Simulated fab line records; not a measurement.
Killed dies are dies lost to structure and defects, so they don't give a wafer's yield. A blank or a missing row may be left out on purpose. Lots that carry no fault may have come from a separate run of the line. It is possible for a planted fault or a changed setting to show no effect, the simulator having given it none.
A lot that was struck, set against a sound lot / flow nand harc / 14 out of 1302 route steps
Sound: wafers L829.2, L829.4, L829.5. Wafers struck: L834.1, L834.3, L834.4. Last of all comes the cause.
Each step with rows lists, per side, the tool, then ch with its chambers, then its first start. Under that, the readings that differ: sound wafers / struck wafers / difference of the means / sigmas: that difference in standard deviations of wafers without a fault.
alike: a reading whose means differ by less than 2 such deviations, as well as words and numbers matching on both sides. not compared: withheld readings; readings where some wafer has no value; bounds like >300 that might hide an equal value; numbers whose values overlap and for which the record gives no deviation.
A row with sigmas, a row that says differs or no value, or rows on one side alone: a step with any of these is where the two part. When numbers do not overlap yet have no deviation, they are printed without sigmas and do not part them. A reading that every wafer of one side lacks parts them only if that side has two wafers or more.

NHARC_A_M0_PRE_CLEAN_29: time 30 s.
  sound on pvd sputter-02; struck on pvd sputter-02
  alike: heater power w
NHARC_A_M0_PVD_20: deposits TaN, target thk 5 nm, time 8.06 s.
  sound on pvd sputter-02; struck on pvd sputter-02
  alike: throttle valve pct
NHARC_A_M0_PVD_21: deposits Cu, target thk 30 nm, time 20.49 s.
  sound on pvd sputter-02; struck on pvd sputter-02
  alike: throttle valve pct
then, 2 steps without rows for these wafers: NHARC_A_M0_ECD_22 (material Cu, target thk 400 nm); NHARC_A_M0_ANNEAL_30 (time 90 s).
NHARC_A_M0_CMP_23: polishes, t overpolish 20 s, target thk 113.75 nm.
  sound on cmp-01 ch 2,3, day 26 00:20; struck on cmp-01 ch 0,2,3, day 28 13:07
  alike: edge zone pressure frac, motor current A, time to endpoint s
NHARC_A_M0_THK_MEAS_24: measures by xrf.
  sound on film metro-02, day 26 00:40; struck on film metro-02, day 28 13:25
  alike: thk nm
after that, 1 step had no rows for these wafers: NHARC_A_M0_SRD_25.
NHARC_A_M0_INSPECT_27:
  sound on defect inspect-01, day 26 00:49; struck on defect inspect-01, day 28 13:34
  alike: raw defect count
then, 1 step without rows for these wafers: NHARC_A_M0_PRE_CLEAN_31 (time 12 s).
NHARC_A_M0_DEP_32: deposits SiCN, target thk 30 nm.
  sound on pecvd-03 ch 0,2, day 26 00:58; struck on pecvd-03 ch 1,2, day 28 13:43
reading=chamber pressure Torr (Torr); sound=3.012 3.006 2.998; struck=2.995 2.986 2.991; difference=-0.015; sigmas=-2
  alike: heater power outer w, heater power w
  not compared: since wet clean h
NHARC_A_M1_DEP_00: deposits SiOC, target thk 182.5 nm.
  sound on pecvd-04 ch 0,2, day 26 01:26; struck on pecvd-04 ch 0,2, day 28 14:08
  no value came back on the struck wafers for chamber pressure Torr (Torr), rf fwd power W (W); on the sound wafers chamber pressure Torr (Torr) reads 4.991 5.020 5.024
  not compared: since wet clean h
then, 1 step without rows for these wafers: NHARC_A_M1_DEHYDRATE_01 (time 120 s).
NHARC_END_SORT_01:
  only the struck wafers appear in the record here, on prober-02 ch 0 at day 30 01:35; the sound ones have no rows

WHERE THEY PART
First at NHARC_A_M0_DEP_32; last, within this record, at NHARC_END_SORT_01.

WHY: whatever the simulator had introduced
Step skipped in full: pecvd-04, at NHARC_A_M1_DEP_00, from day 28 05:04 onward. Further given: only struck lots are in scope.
